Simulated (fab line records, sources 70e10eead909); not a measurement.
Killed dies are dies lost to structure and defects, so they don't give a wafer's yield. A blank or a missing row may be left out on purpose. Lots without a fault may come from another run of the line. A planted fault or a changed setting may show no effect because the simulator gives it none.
Chamber matching | flow nand_harc | NHARC_A_DECK1_JOINT_CMP_02 on cmp-01: 4 sister chambers
The step polishes SiOx. 4 wafers are shown with their chamber, then 10 later ones without.

WAFERS WITH THEIR CHAMBER
wafer  | chamber | motor_current_A (A)
L088.5 | 2       | 9.8
L087.3 | 0       | 12.3
L092.1 | 3       | 10.6
L092.3 | 1       | 11.6

WAFERS WITHOUT THEIR CHAMBER
wafer  | motor_current_A (A)
L092.4 | 9.5
L094.2 | 9.8
L094.3 | 11.3
L094.4 | 11.2
L096.1 | 11.0
L096.4 | 9.8
L096.6 | 11.1
L097.1 | 10.7
L097.3 | 9.7
L097.5 | 11.7

WHICH CHAMBER EACH WENT THROUGH
wafer  | from the rows above     | in truth
L092.4 | 2                       | 2
L094.2 | 2                       | 2
L094.3 | can't be placed: 1 or 3 | 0
L094.4 | can't be placed: 1 or 3 | 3
L096.1 | can't be placed: 3 or 1 | 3
L096.4 | 2                       | 2
L096.6 | can't be placed: 1 or 3 | 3
L097.1 | 3                       | 3
L097.3 | 2                       | 2
L097.5 | can't be placed: 1 or 0 | 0
Placed correctly: 5 of 10. Can't be placed from these rows: 5 (the true chamber is among the candidates in 4). Placed wrongly: 0.
How it was worked out, from the rows above alone: a wafer's distance from a chamber is the root of the sum, over the readings, of the square of ((its reading less the chamber's mean) divided by the reading's scatter). The wafer belongs to the nearest chamber; if the next one is less than 2 further off, it can't be placed. A chamber's mean is the mean of its shown wafers. The scatter: with one shown wafer a chamber, the root of the mean of the squares of how far each hidden wafer lies from its nearest shown one.
